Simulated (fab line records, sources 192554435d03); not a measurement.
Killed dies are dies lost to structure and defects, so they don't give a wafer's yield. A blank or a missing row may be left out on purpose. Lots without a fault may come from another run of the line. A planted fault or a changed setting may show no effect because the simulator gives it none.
Chamber matching | flow n5_finfet | N5_BEOL_M7_DESCUM_16 on rie_diel-03: 4 sister chambers
The step chemistry O2, time 7.9 s. 8 wafers are shown with their chamber, then 8 later ones without.

WAFERS WITH THEIR CHAMBER
wafer  | chamber | showerhead_plenum_p_Torr (Torr) | throttle_valve_pct (%)
L082.6 | 1       | 2.14                            | 20.13
L083.1 | 0       | 2.00                            | 20.63
L083.2 | 3       | 2.02                            | 20.45
L083.3 | 2       | 1.99                            | 20.39
L084.2 | 0       | 2.00                            | 20.63
L084.4 | 1       | 2.13                            | 20.14
L084.5 | 3       | 2.02                            | 20.46
L090.1 | 2       | 1.99                            | 20.41

WAFERS WITHOUT THEIR CHAMBER
wafer  | showerhead_plenum_p_Torr (Torr) | throttle_valve_pct (%)
L090.3 | 2.01                            | 20.48
L090.4 | 2.13                            | 20.14
L091.2 | 1.98                            | 20.42
L091.5 | 2.13                            | 20.16
L091.6 | 1.98                            | 20.42
L096.1 | 2.12                            | 20.19
L096.4 | 1.99                            | 20.68
L096.5 | 2.12                            | 20.18

WHICH CHAMBER EACH WENT THROUGH
wafer  | from the rows above | in truth
L090.3 | 3                   | 3
L090.4 | 1                   | 1
L091.2 | 2                   | 2
L091.5 | 1                   | 1
L091.6 | 2                   | 2
L096.1 | 1                   | 1
L096.4 | 0                   | 0
L096.5 | 1                   | 1
Placed correctly: 8 of 8. Can't be placed from these rows: 0. Placed wrongly: 0.
How it was worked out, from the rows above alone: a wafer's distance from a chamber is the root of the sum, over the readings, of the square of ((its reading less the chamber's mean) divided by the reading's scatter). The wafer belongs to the nearest chamber; if the next one is less than 2 further off, it can't be placed. A chamber's mean is the mean of its shown wafers. The scatter: the root of (the sum of the squares of (reading less its chamber's mean) over the shown wafers, divided by (wafers less chambers)).
